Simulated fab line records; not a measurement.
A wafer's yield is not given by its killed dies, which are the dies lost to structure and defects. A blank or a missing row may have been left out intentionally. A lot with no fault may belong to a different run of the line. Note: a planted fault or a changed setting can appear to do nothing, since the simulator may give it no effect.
The tool behind it: which one? -- flow n5_finfet -- 72 wafers from 24 lots sampled at 6 of the route's 1938 steps

## WHAT EACH GAUGE READ, for each wafer
No reading from a measuring or inspecting step in the record can be judged against a usual standard deviation.

## WHAT TOOL EACH LOT RAN ON (gives the tool, then ch and the chambers of the sampled wafers, and finally the start)
lot,N5_BEOL_M3_HM_OPEN_17,N5_BEOL_M3_STRIP_19,N5_BEOL_M3_PRE_CLEAN_45,N5_BEOL_M3_SURFACE_TREAT_85,N5_BEOL_M3_ANNEAL_82,N5_BEOL_M3_CMP_52
L074,"rie_metal-03 ch 1, day 7 01:47","rie_diel-04 ch 0,1,2, day 7 02:06","pvd_sputter-01, day 7 06:34","pvd_sputter-02, day 7 07:01","pvd_sputter-01, day 7 07:49","cmp-03 ch 0,1,2, day 7 09:35"
L075,"rie_metal-01 ch 0,1, day 7 07:01","rie_diel-01 ch 0,1,3, day 7 07:06","pvd_sputter-02, day 7 11:46","pvd_sputter-01, day 7 12:04","pvd_sputter-02, day 7 12:50","cmp-01 ch 0,3, day 7 14:35"
L076,"rie_metal-02 ch 0,1, day 7 08:07","rie_diel-04 ch 0,1, day 7 08:13","pvd_sputter-02, day 7 11:51","pvd_sputter-01, day 7 12:08","pvd_sputter-01, day 7 13:04","cmp-01 ch 0,1,3, day 7 14:50"
L077,"rie_metal-01 ch 0,1, day 7 21:52","rie_diel-01 ch 1,3, day 7 21:57","pvd_sputter-01, day 8 00:05","pvd_sputter-02, day 8 00:23","pvd_sputter-02, day 8 01:08","cmp-03 ch 0,1, day 8 03:30"
L078,"rie_metal-01 ch 0, day 7 22:04","rie_diel-03 ch 1,3, day 7 22:11","pvd_sputter-02, day 8 00:07","pvd_sputter-01, day 8 00:25","pvd_sputter-01, day 8 01:25","cmp-01 ch 0,1,3, day 8 03:28"
L079,"rie_metal-03 ch 0,1, day 8 03:37","rie_diel-04 ch 1,2,3, day 8 03:44","pvd_sputter-03, day 8 08:08","pvd_sputter-03, day 8 08:30","pvd_sputter-03, day 8 09:22","cmp-02 ch 0,1,3, day 8 11:22"
L080,"rie_metal-02 ch 0,1, day 8 12:43","rie_diel-04 ch 0,2,3, day 8 12:49","pvd_sputter-02, day 8 17:28","pvd_sputter-03, day 8 17:54","pvd_sputter-03, day 8 18:38","cmp-03 ch 1,2,3, day 8 20:29"
L083,"rie_metal-02 ch 0,1, day 9 05:15","rie_diel-01 ch 1,2,3, day 9 05:26","pvd_sputter-01, day 9 13:43","pvd_sputter-01, day 9 14:00","pvd_sputter-03, day 9 14:44","cmp-01 ch 2,3, day 9 16:47"
L081,"rie_metal-02 ch 0,1, day 9 05:32","rie_diel-01 ch 1,2,3, day 9 05:39","pvd_sputter-02, day 9 13:45","pvd_sputter-03, day 9 14:02","pvd_sputter-01, day 9 14:55","cmp-02 ch 0,2, day 9 16:49"
L082,"rie_metal-01 ch 0,1, day 9 14:14","rie_diel-01 ch 2, day 9 14:23","pvd_sputter-01, day 9 17:01","pvd_sputter-03, day 9 18:50","pvd_sputter-03, day 9 19:50","cmp-03 ch 0,1, day 9 21:37"
L085,"rie_metal-01 ch 0,1, day 9 14:31","rie_diel-01 ch 2, day 9 14:46","pvd_sputter-03, day 10 00:41","pvd_sputter-02, day 10 01:05","pvd_sputter-02, day 10 01:53","cmp-01 ch 0,2,3, day 10 03:42"
L084,"rie_metal-01 ch 0,1, day 9 17:49","rie_diel-01 ch 0,1,2, day 9 17:54","pvd_sputter-03, day 10 04:13","pvd_sputter-03, day 10 04:31","pvd_sputter-03, day 10 05:35","cmp-01 ch 0,2,3, day 10 07:27"
L086,"rie_metal-01 ch 0, day 9 23:16","rie_diel-01 ch 1,2,3, day 9 23:32","pvd_sputter-03, day 10 09:28","pvd_sputter-03, day 10 09:45","pvd_sputter-02, day 10 10:29","cmp-03 ch 0,1, day 10 12:19"
L087,"rie_metal-03 ch 0,1, day 10 14:00","rie_diel-01 ch 0,2, day 10 14:05","pvd_sputter-02, day 10 18:18","pvd_sputter-03, day 10 18:35","pvd_sputter-03, day 10 19:22","cmp-02 ch 0,1,2, day 10 21:11"
L089,"rie_metal-03 ch 0,1, day 11 10:18","rie_diel-01 ch 0,2,3, day 11 10:23","pvd_sputter-01, day 11 14:57","pvd_sputter-02, day 11 15:18","pvd_sputter-02, day 11 16:11","cmp-02 ch 0,1,3, day 11 18:08"
L090,"rie_metal-01 ch 0,1, day 12 02:13","rie_diel-03 ch 0,1,3, day 12 02:24","pvd_sputter-03, day 12 06:43","pvd_sputter-01, day 12 07:01","pvd_sputter-01, day 12 07:49","cmp-03 ch 0,1,2, day 12 09:38"
L088,"rie_metal-01 ch 0,1, day 12 03:35","rie_diel-03 ch 0,1,3, day 12 03:46","pvd_sputter-02, day 12 11:12","pvd_sputter-02, day 12 11:35","pvd_sputter-02, day 12 12:36","cmp-02 ch 1,2,3, day 12 14:27"
L091,"rie_metal-02 ch 1, day 12 10:12","rie_diel-04 ch 0,1,2, day 12 10:28","pvd_sputter-01, day 12 15:14","pvd_sputter-03, day 12 15:36","pvd_sputter-03, day 12 16:22","cmp-03 ch 0,1,3, day 12 18:07"
L094,"rie_metal-01 ch 0,1, day 12 10:22","rie_diel-03 ch 1,3, day 12 10:28","pvd_sputter-01, day 12 15:51","pvd_sputter-01, day 12 16:17","pvd_sputter-03, day 12 18:12","cmp-01 ch 0,2,3, day 12 20:07"
L093,"rie_metal-02 ch 1, day 12 10:31","rie_diel-03 ch 1,2, day 12 10:41","pvd_sputter-01, day 12 20:24","pvd_sputter-01, day 12 20:42","pvd_sputter-01, day 12 21:34","cmp-01 ch 0,3, day 12 23:20"
L096,"rie_metal-03 ch 0,1, day 12 16:34","rie_diel-04 ch 0,1,3, day 12 16:40","pvd_sputter-01, day 12 20:40","pvd_sputter-02, day 12 21:01","pvd_sputter-03, day 12 22:12","cmp-03 ch 2,3, day 13 00:44"
L092,"rie_metal-01 ch 0,1, day 12 21:11","rie_diel-03 ch 0,1,3, day 12 21:16","pvd_sputter-02, day 12 23:36","pvd_sputter-02, day 13 00:00","pvd_sputter-02, day 13 00:53","cmp-02 ch 0,3, day 13 02:44"
L095,"rie_metal-02 ch 1, day 13 00:14","rie_diel-01 ch 0,2,3, day 13 00:26","pvd_sputter-01, day 13 07:35","pvd_sputter-02, day 13 07:58","pvd_sputter-02, day 13 08:52","cmp-01 ch 0,2,3, day 13 10:42"
L097,"rie_metal-01 ch 0,1, day 13 12:16","rie_diel-03 ch 0,2, day 13 12:23","pvd_sputter-01, day 13 20:14","pvd_sputter-02, day 13 20:33","pvd_sputter-02, day 13 21:21","cmp-02 ch 0,1,3, day 13 23:12"
- N5_BEOL_M3_HM_OPEN_17: chemistry Cl2/BCl3, target TiN, target depth 20 nm, overetch 6 nm.
- N5_BEOL_M3_STRIP_19: strips in O2.
- N5_BEOL_M3_PRE_CLEAN_45: time 30 s.
- N5_BEOL_M3_SURFACE_TREAT_85
- N5_BEOL_M3_ANNEAL_82: time 240 s.
- N5_BEOL_M3_CMP_52: polishes, stops on SiOC, t overpolish 6.8 s, target thk 40 nm.

## WHAT THE TOOLS THEMSELVES READ (means of the sampled wafers that have a number; where no wafer has one, the mark that the record gives instead)
N5_BEOL_M3_HM_OPEN_17. Usual: drypump_motor_current_A 5.6 A, standard deviation 0.62; oes_product_au 0.69 a.u., standard deviation 0.08; throttle_valve_pct 22.06 %, standard deviation 0.14.
lot,tool,drypump_motor_current_A (A),oes_product_au (a.u.),throttle_valve_pct (%),flag
L074,rie_metal-03,5.7,0.66,22.01,
L075,rie_metal-01,5.1,0.79,21.94,
L076,rie_metal-02,5.8,0.59,22.25,
L077,rie_metal-01,5.4,0.78,21.92,
L078,rie_metal-01,4.6,0.79,21.94,
L079,rie_metal-03,6.2,0.71,22.05,
L080,rie_metal-02,5.6,0.56,22.26,
L083,rie_metal-02,5.6,0.56,22.27,
L081,rie_metal-02,5.8,0.58,22.27,
L082,rie_metal-01,5.5,0.76,21.94,
L085,rie_metal-01,5.0,0.77,21.94,
L084,rie_metal-01,5.0,0.77,21.94,
L086,rie_metal-01,4.6,0.78,21.94,
L087,rie_metal-03,6.0,0.67,22.05,
L089,rie_metal-03,6.2,0.70,22.06,
L090,rie_metal-01,5.5,0.73,21.95,
L088,rie_metal-01,5.0,0.74,21.96,
L091,rie_metal-02,6.1,0.60,22.29,
L094,rie_metal-01,5.1,0.74,21.96,
L093,rie_metal-02,6.1,0.59,22.31,
L096,rie_metal-03,6.2,0.68,22.07,
L092,rie_metal-01,5.5,0.73,21.95,
L095,rie_metal-02,6.1,0.60,22.28,
L097,rie_metal-01,5.5,0.73,21.95,

N5_BEOL_M3_STRIP_19. Usual: drypump_motor_current_A 5.8 A, standard deviation 0.71; oes_product_au 0.76 a.u., standard deviation 0.064; rf_vpp_V 3.6 V, standard deviation 0.47; showerhead_plenum_p_Torr 2.07 Torr, standard deviation 0.055; throttle_valve_pct 16.55 %, standard deviation 0.19.
lot,tool,drypump_motor_current_A (A),oes_product_au (a.u.),rf_vpp_V (V),showerhead_plenum_p_Torr (Torr),throttle_valve_pct (%),flag
L074,rie_diel-04,5.5,0.81,3.7,2.15,16.53,
L075,rie_diel-01,5.6,0.80,3.6,2.05,16.65,
L076,rie_diel-04,5.1,0.74,3.7,2.18,16.61,
L077,rie_diel-01,5.4,0.77,3.7,2.01,16.64,
L078,rie_diel-03,6.0,0.77,3.7,2.08,16.45,
L079,rie_diel-04,6.0,0.84,3.1,2.11,16.50,
L080,rie_diel-04,6.2,0.82,3.8,2.10,16.55,
L083,rie_diel-01,5.5,0.76,3.4,2.04,16.53,
L081,rie_diel-01,5.5,0.76,3.4,2.04,16.53,
L082,rie_diel-01,5.2,0.71,3.6,2.07,16.34,
L085,rie_diel-01,5.2,0.71,3.4,2.07,16.33,
L084,rie_diel-01,5.2,0.74,3.7,2.06,16.61,
L086,rie_diel-01,5.5,0.74,3.9,2.04,16.54,
L087,rie_diel-01,5.3,0.73,3.5,2.08,16.51,
L089,rie_diel-01,5.7,0.78,3.7,2.08,16.58,
L090,rie_diel-03,6.1,0.77,3.5,2.09,16.45,
L088,rie_diel-03,6.1,0.77,3.9,2.09,16.46,
L091,rie_diel-04,5.5,0.76,3.8,2.14,16.60,
L094,rie_diel-03,5.7,0.78,3.5,2.09,16.37,
L093,rie_diel-03,6.2,0.76,3.5,2.05,16.67,
L096,rie_diel-04,5.6,0.74,3.9,2.13,16.64,
L092,rie_diel-03,6.0,0.77,3.5,2.09,16.46,
L095,rie_diel-01,5.7,0.77,2.9,2.07,16.60,
L097,rie_diel-03,6.5,0.76,3.8,2.07,16.64,

N5_BEOL_M3_PRE_CLEAN_45. Usual: heater_power_w at 339 W, with a standard deviation of 31.
lot,tool,heater_power_w (W),flag
L074,pvd_sputter-01,302,
L075,pvd_sputter-02,331,
L076,pvd_sputter-02,341,
L077,pvd_sputter-01,354,
L078,pvd_sputter-02,353,
L079,pvd_sputter-03,325,
L080,pvd_sputter-02,337,
L083,pvd_sputter-01,317,
L081,pvd_sputter-02,347,
L082,pvd_sputter-01,363,
L085,pvd_sputter-03,349,
L084,pvd_sputter-03,335,
L086,pvd_sputter-03,306,
L087,pvd_sputter-02,353,
L089,pvd_sputter-01,346,
L090,pvd_sputter-03,323,
L088,pvd_sputter-02,340,
L091,pvd_sputter-01,353,
L094,pvd_sputter-01,329,
L093,pvd_sputter-01,361,
L096,pvd_sputter-01,329,
L092,pvd_sputter-02,347,
L095,pvd_sputter-01,353,
L097,pvd_sputter-01,299,

N5_BEOL_M3_ANNEAL_82. Usual: heater_power_w at 844 W, with a standard deviation of 70.
lot,tool,heater_power_w (W),flag
L074,pvd_sputter-01,875,
L075,pvd_sputter-02,835,
L076,pvd_sputter-01,872,
L077,pvd_sputter-02,845,
L078,pvd_sputter-01,803,
L079,pvd_sputter-03,859,
L080,pvd_sputter-03,851,
L083,pvd_sputter-03,803,
L081,pvd_sputter-01,807,
L082,pvd_sputter-03,874,
L085,pvd_sputter-02,869,
L084,pvd_sputter-03,845,
L086,pvd_sputter-02,857,
L087,pvd_sputter-03,810,
L089,pvd_sputter-02,855,
L090,pvd_sputter-01,868,
L088,pvd_sputter-02,842,
L091,pvd_sputter-03,802,
L094,pvd_sputter-03,815,
L093,pvd_sputter-01,872,
L096,pvd_sputter-03,857,
L092,pvd_sputter-02,849,
L095,pvd_sputter-02,843,
L097,pvd_sputter-02,845,

N5_BEOL_M3_CMP_52. Usual: barrier_field_endpoint_s 24.9 s, standard deviation 0.62; motor_current_A 5.8 A, standard deviation 0.79; overpolish_run_s 6.801 s, standard deviation 0.0081; pad_life_wafers 910, standard deviation 680; time_to_endpoint_s 63 s, standard deviation 3.3.
lot,tool,barrier_field_endpoint_s (s),motor_current_A (A),overpolish_run_s (s),pad_life_wafers,time_to_endpoint_s (s),flag
L074,cmp-03,24.4,5.2,6.811,1670,60,
L075,cmp-01,24.7,6.9,6.808,74,64,
L076,cmp-01,24.9,6.4,6.793,80,63,
L077,cmp-03,25.1,5.1,6.796,1850,64,
L078,cmp-01,24.5,6.4,6.808,218,62,
L079,cmp-02,25.2,5.7,6.800,1340,64,
L080,cmp-03,24.0,5.5,6.808,1987,60,
L083,cmp-01,25.1,6.4,6.801,488,64,
L081,cmp-02,25.8,5.7,6.802,1562,69,
L082,cmp-03,24.6,4.9,6.799,80,62,
L085,cmp-01,24.6,6.5,6.799,554,60,
L084,cmp-01,25.2,6.6,6.796,579,65,
L086,cmp-03,25.0,5.0,6.800,206,58,
L087,cmp-02,25.0,5.4,6.791,1736,66,
L089,cmp-02,25.3,5.6,6.805,1917,62,
L090,cmp-03,25.4,5.2,6.810,596,65,
L088,cmp-02,24.1,5.2,6.800,2031,60,
L091,cmp-03,24.4,5.4,6.804,661,62,
L094,cmp-01,25.3,6.7,6.806,1034,65,
L093,cmp-01,25.4,6.9,6.801,1063,66,
L096,cmp-03,23.8,6.0,6.801,726,59,
L092,cmp-02,24.6,5.4,6.798,42,63,
L095,cmp-01,25.2,6.6,6.796,1154,66,
L097,cmp-02,25.2,5.5,6.804,213,66,

## THE ANSWER, worked out from the rows above alone
Rule: lot off if the mean of its wafers having a number is beyond 3 standard deviations from the usual mean. A lot without any number at a reading at which 4 lots or more have one is off too. The other lots that the step has rows for count as sound. First the gauges in route order, then the tools' own readings, where a lot's mean is used as printed above. At the first step where some lot is off, the reading lying furthest off is the one used; lots without a number count as furthest.
Nothing can be told from this: no lot is off at any reading shown.

## WHAT THE SIMULATOR HAD PUT IN
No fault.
